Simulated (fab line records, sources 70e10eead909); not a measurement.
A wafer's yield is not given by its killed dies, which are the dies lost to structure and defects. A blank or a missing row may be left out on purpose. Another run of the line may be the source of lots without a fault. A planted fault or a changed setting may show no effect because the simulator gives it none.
A single fault, viewed from 3 desks + flow nand-harc + each desk has only its own numbers; what lay behind them comes last

== THE DEFECT DESK ==
Inspection counts along the route, by lot: the mean over sampled wafers that carry a number. Any lot whose mean is over 4 standard deviations away from the usual mean is out of limits and marked OUT; that distance is given in the brackets.
Columns: A = raw-defect-count at NHARC_P_START_INSPECT_01, usual 3.5; B = raw-defect-count at NHARC_P_ZERO_WELL_INSPECT_43, usual 13; C = raw-defect-count at NHARC_P_STI_INSPECT_11, usual 5.5
| lot  | first seen here | A   | B  | C    |
|------|-----------------|-----|----|------|
| L523 | day 2 00:02     | 3.7 | 12 | 6.7  |
| L525 | day 2 12:02     | 4.7 | 11 | 3.3  |
| L527 | day 3 00:02     | 1.7 | 15 | 3.7  |
| L531 | day 4 00:02     | 2.7 | 14 | 4.3  |
| L539 | day 6 00:02     | 3.0 | 20 | 15.7 |
Finding of this desk: none of the 5 lots has anything out of limits.

== DESK OF THE TOOL OWNER: wet-bench-02 ==
The tool's own readings at NHARC_P_ZERO_WELL_PRECLEAN_00 (cleans in SPM, time 600 s): means of the sampled wafers that have a number, for each lot that ran on this tool. Any lot whose mean is over 4 standard deviations away from the usual mean is out of limits and marked OUT; that distance is given in the brackets.
Columns: A = bath-heat-duty-pct at NHARC_P_ZERO_WELL_PRECLEAN_00, usual 13.6 %
| lot  | first seen here | A    |
|------|-----------------|------|
| L523 | day 2 00:08     | 13.6 |
| L531 | day 4 00:08     | 14.9 |
| L539 | day 6 00:08     | 14.3 |
Finding of this desk: none of the 3 lots has anything out of limits.

== FROM THE METROLOGY DESK ==
What the gauges read for every lot (on any tool): the sampled wafers with a number, averaged. Any lot whose mean is over 4 standard deviations away from the usual mean is out of limits and marked OUT; that distance is given in the brackets.
Columns: A = cd-nm at NHARC_P_ZERO_WELL_CD_MEAS_11, usual 500.2 nm; B = cd-nm at NHARC_P_ZERO_WELL_CD_MEAS_24, usual 718.6 nm
| lot  | first seen here | A     | B     |
|------|-----------------|-------|-------|
| L523 | day 2 01:14     | 501.0 | 715.9 |
| L525 | day 2 13:14     | 498.8 | 719.8 |
| L527 | day 3 01:11     | 501.3 | 716.7 |
| L531 | day 4 01:09     | 502.1 | 719.0 |
| L539 | day 6 01:25     | 501.3 | 716.9 |
Finding of this desk: none of the 5 lots has anything out of limits.

== ALL TOGETHER ==
The defect desk saw nothing out of limits.
The desk of the tool owner found nothing out of limits.
Nothing out of limits was seen by the metrology desk.

== WHAT THE SIMULATOR HAD INSERTED ==
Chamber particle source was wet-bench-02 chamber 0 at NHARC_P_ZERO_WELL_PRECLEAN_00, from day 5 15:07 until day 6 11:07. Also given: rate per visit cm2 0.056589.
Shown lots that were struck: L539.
